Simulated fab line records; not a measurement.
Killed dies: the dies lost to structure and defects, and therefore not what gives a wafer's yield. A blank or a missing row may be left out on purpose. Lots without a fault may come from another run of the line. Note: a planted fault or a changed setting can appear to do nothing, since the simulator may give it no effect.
Matching of chambers || flow nand harc || NHARC_A_STAIRCASE_ETCHBACK_422 on rie diel-02: 4 sister chambers
The step etches the open film in CH3F/O2, target depth 40 nm, time 74.286 s. 14 wafers are shown with their chamber, then 7 later ones without.

WAFERS PAIRED WITH THEIR CHAMBERS
{"wafer": "L074.1", "chamber": 2, "showerhead plenum p Torr (Torr)": 2.65, "drypump motor current A (A)": 5.6, "rf vpp V (V)": 245.8}
{"wafer": "L074.3", "chamber": 0, "showerhead plenum p Torr (Torr)": 2.33, "drypump motor current A (A)": 6.3, "rf vpp V (V)": 242.7}
{"wafer": "L074.6", "chamber": 2, "showerhead plenum p Torr (Torr)": 2.65, "drypump motor current A (A)": 5.6, "rf vpp V (V)": 247.9}
{"wafer": "L076.1", "chamber": 1, "showerhead plenum p Torr (Torr)": 2.55, "drypump motor current A (A)": 5.1, "rf vpp V (V)": 246.0}
{"wafer": "L076.4", "chamber": 0, "showerhead plenum p Torr (Torr)": 2.32, "drypump motor current A (A)": 6.3, "rf vpp V (V)": 241.6}
{"wafer": "L076.5", "chamber": 2, "showerhead plenum p Torr (Torr)": 2.65, "drypump motor current A (A)": 5.7, "rf vpp V (V)": 248.1}
{"wafer": "L079.1", "chamber": 2, "showerhead plenum p Torr (Torr)": 2.65, "drypump motor current A (A)": 5.6, "rf vpp V (V)": 248.3}
{"wafer": "L079.3", "chamber": 1, "showerhead plenum p Torr (Torr)": 2.55, "drypump motor current A (A)": 5.1, "rf vpp V (V)": 246.6}
{"wafer": "L079.6", "chamber": 2, "showerhead plenum p Torr (Torr)": 2.65, "drypump motor current A (A)": 5.6, "rf vpp V (V)": 246.5}
{"wafer": "L081.2", "chamber": 3, "showerhead plenum p Torr (Torr)": 2.47, "drypump motor current A (A)": 5.7, "rf vpp V (V)": 243.4}
{"wafer": "L081.4", "chamber": 1, "showerhead plenum p Torr (Torr)": 2.55, "drypump motor current A (A)": 5.1, "rf vpp V (V)": 245.7}
{"wafer": "L081.6", "chamber": 2, "showerhead plenum p Torr (Torr)": 2.65, "drypump motor current A (A)": 5.7, "rf vpp V (V)": 247.5}
{"wafer": "L093.3", "chamber": 0, "showerhead plenum p Torr (Torr)": 2.30, "drypump motor current A (A)": 6.2, "rf vpp V (V)": 242.6}
{"wafer": "L093.4", "chamber": 1, "showerhead plenum p Torr (Torr)": 2.53, "drypump motor current A (A)": 5.1, "rf vpp V (V)": 245.2}

SIGNATURES (averages over the wafers above)
{"reading": "showerhead plenum p Torr", "chamber 0": 2.3167, "chamber 1": 2.5450, "chamber 2": 2.6500, "chamber 3": 2.4700, "scatter within a chamber": 0.00876}
{"reading": "drypump motor current A", "chamber 0": 6.267, "chamber 1": 5.100, "chamber 2": 5.633, "chamber 3": 5.700, "scatter within a chamber": 0.0447}
{"reading": "rf vpp V", "chamber 0": 242.300, "chamber 1": 245.875, "chamber 2": 247.350, "chamber 3": 243.400, "scatter within a chamber": 0.817}
Rule: for a wafer and a chamber, the distance is found by dividing, reading by reading, the gap between the wafer's reading and the chamber's mean by the reading's scatter, squaring, summing and taking the root. If the next closest chamber is less than 2 further off than the closest, the wafer can't be placed; otherwise it belongs to the closest. The scatter: take each reading less its chamber's mean, square it, sum over the shown wafers, divide by the number of wafers less the number of chambers, and take the root.

WAFERS WITHOUT THEIR CHAMBER
{"wafer": "L093.6", "showerhead plenum p Torr (Torr)": 2.45, "drypump motor current A (A)": 5.7, "rf vpp V (V)": 242.9}
{"wafer": "L094.1", "showerhead plenum p Torr (Torr)": 2.30, "drypump motor current A (A)": 6.3, "rf vpp V (V)": 243.3}
{"wafer": "L094.2", "showerhead plenum p Torr (Torr)": 2.63, "drypump motor current A (A)": 5.6, "rf vpp V (V)": 247.8}
{"wafer": "L094.4", "showerhead plenum p Torr (Torr)": 2.45, "drypump motor current A (A)": 5.7, "rf vpp V (V)": 245.1}
{"wafer": "L095.2", "showerhead plenum p Torr (Torr)": 2.30, "drypump motor current A (A)": 6.3, "rf vpp V (V)": 242.3}
{"wafer": "L095.3", "showerhead plenum p Torr (Torr)": 2.53, "drypump motor current A (A)": 5.1, "rf vpp V (V)": 245.3}
{"wafer": "L095.6", "showerhead plenum p Torr (Torr)": 2.63, "drypump motor current A (A)": 5.7, "rf vpp V (V)": 248.1}

EACH ONE'S CHAMBER
{"wafer": "L093.6", "from the rows above": 3, "in truth": 3}
{"wafer": "L094.1", "from the rows above": 0, "in truth": 0}
{"wafer": "L094.2", "from the rows above": 2, "in truth": 2}
{"wafer": "L094.4", "from the rows above": 3, "in truth": 3}
{"wafer": "L095.2", "from the rows above": 0, "in truth": 0}
{"wafer": "L095.3", "from the rows above": 1, "in truth": 1}
{"wafer": "L095.6", "from the rows above": 2, "in truth": 2}
Placed correctly: 7 of 7. From these rows, 0 cannot be placed. Wrongly placed: 0.
